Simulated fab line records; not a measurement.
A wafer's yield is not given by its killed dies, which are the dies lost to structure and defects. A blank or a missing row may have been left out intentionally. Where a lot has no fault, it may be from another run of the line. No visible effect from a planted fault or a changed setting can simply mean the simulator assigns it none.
Matching of chambers || flow n5 finfet || 4 sister chambers for N5_BEOL_M0_STRIP_142 on rie diel-01
The step strips in N2/H2, time 10 s. 14 wafers are shown with their chamber, then 7 later ones without.

WAFERS WITH THEIR CHAMBER
{"wafer": "L193.1", "chamber": 1, "showerhead plenum p Torr (Torr)": 2.38, "drypump motor current A (A)": 5.8, "throttle valve pct (%)": 22.9}
{"wafer": "L193.3", "chamber": 3, "showerhead plenum p Torr (Torr)": 2.61, "drypump motor current A (A)": 6.6, "throttle valve pct (%)": 23.8}
{"wafer": "L193.6", "chamber": 2, "showerhead plenum p Torr (Torr)": 2.72, "drypump motor current A (A)": 5.2, "throttle valve pct (%)": 23.6}
{"wafer": "L194.1", "chamber": 2, "showerhead plenum p Torr (Torr)": 2.72, "drypump motor current A (A)": 5.2, "throttle valve pct (%)": 23.6}
{"wafer": "L194.3", "chamber": 1, "showerhead plenum p Torr (Torr)": 2.38, "drypump motor current A (A)": 5.8, "throttle valve pct (%)": 23.0}
{"wafer": "L194.4", "chamber": 3, "showerhead plenum p Torr (Torr)": 2.61, "drypump motor current A (A)": 6.6, "throttle valve pct (%)": 23.8}
{"wafer": "L196.1", "chamber": 3, "showerhead plenum p Torr (Torr)": 2.61, "drypump motor current A (A)": 6.5, "throttle valve pct (%)": 23.7}
{"wafer": "L196.3", "chamber": 2, "showerhead plenum p Torr (Torr)": 2.72, "drypump motor current A (A)": 5.2, "throttle valve pct (%)": 23.6}
{"wafer": "L196.6", "chamber": 2, "showerhead plenum p Torr (Torr)": 2.72, "drypump motor current A (A)": 5.2, "throttle valve pct (%)": 23.6}
{"wafer": "L197.2", "chamber": 2, "showerhead plenum p Torr (Torr)": 2.71, "drypump motor current A (A)": 5.2, "throttle valve pct (%)": 23.7}
{"wafer": "L197.4", "chamber": 0, "showerhead plenum p Torr (Torr)": 2.66, "drypump motor current A (A)": 6.3, "throttle valve pct (%)": 23.2}
{"wafer": "L197.5", "chamber": 1, "showerhead plenum p Torr (Torr)": 2.38, "drypump motor current A (A)": 5.7, "throttle valve pct (%)": 23.0}
{"wafer": "L209.1", "chamber": 3, "showerhead plenum p Torr (Torr)": 2.60, "drypump motor current A (A)": 6.6, "throttle valve pct (%)": 23.3}
{"wafer": "L209.3", "chamber": 0, "showerhead plenum p Torr (Torr)": 2.65, "drypump motor current A (A)": 6.4, "throttle valve pct (%)": 23.2}

SIGNATURES (means of the wafers above)
{"reading": "showerhead plenum p Torr", "chamber 0": 2.6550, "chamber 1": 2.3800, "chamber 2": 2.7180, "chamber 3": 2.6075, "scatter within a chamber": 0.00453}
{"reading": "drypump motor current A", "chamber 0": 6.350, "chamber 1": 5.767, "chamber 2": 5.200, "chamber 3": 6.575, "scatter within a chamber": 0.0438}
{"reading": "throttle valve pct", "chamber 0": 23.200, "chamber 1": 22.967, "chamber 2": 23.620, "chamber 3": 23.650, "scatter within a chamber": 0.136}
Rule: for each reading, subtract the chamber's mean from the wafer's reading, divide by that reading's scatter and square the result; add these up over the readings and take the root, which gives the wafer's distance from the chamber. If the next closest chamber is less than 2 further off than the closest, the wafer can't be placed; otherwise it belongs to the closest. How the scatter is found: for the shown wafers, subtract from each reading the mean of its chamber, square and add these, divide the total by (wafers less chambers), then take the root.

WAFERS WITH NO CHAMBER GIVEN
{"wafer": "L209.5", "showerhead plenum p Torr (Torr)": 2.60, "drypump motor current A (A)": 6.6, "throttle valve pct (%)": 23.3}
{"wafer": "L213.1", "showerhead plenum p Torr (Torr)": 2.60, "drypump motor current A (A)": 6.6, "throttle valve pct (%)": 23.4}
{"wafer": "L213.5", "showerhead plenum p Torr (Torr)": 2.69, "drypump motor current A (A)": 5.8, "throttle valve pct (%)": 22.7}
{"wafer": "L213.6", "showerhead plenum p Torr (Torr)": 2.70, "drypump motor current A (A)": 5.2, "throttle valve pct (%)": 23.7}
{"wafer": "L216.1", "showerhead plenum p Torr (Torr)": 2.64, "drypump motor current A (A)": 6.3, "throttle valve pct (%)": 23.3}
{"wafer": "L216.2", "showerhead plenum p Torr (Torr)": 2.69, "drypump motor current A (A)": 5.2, "throttle valve pct (%)": 23.7}
{"wafer": "L216.3", "showerhead plenum p Torr (Torr)": 2.69, "drypump motor current A (A)": 5.8, "throttle valve pct (%)": 22.8}

THE CHAMBER EACH PASSED THROUGH
{"wafer": "L209.5", "from the rows above": 3, "in truth": 3}
{"wafer": "L213.1", "from the rows above": 3, "in truth": 3}
{"wafer": "L213.5", "from the rows above": "can't be placed: 0 or 2", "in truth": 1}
{"wafer": "L213.6", "from the rows above": 2, "in truth": 2}
{"wafer": "L216.1", "from the rows above": 0, "in truth": 0}
{"wafer": "L216.2", "from the rows above": 2, "in truth": 2}
{"wafer": "L216.3", "from the rows above": "can't be placed: 0 or 2", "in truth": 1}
Correct placement for 5 of the 7. These rows do not allow placing 2 (true chamber among the candidates in 0). Placed wrongly: 0.
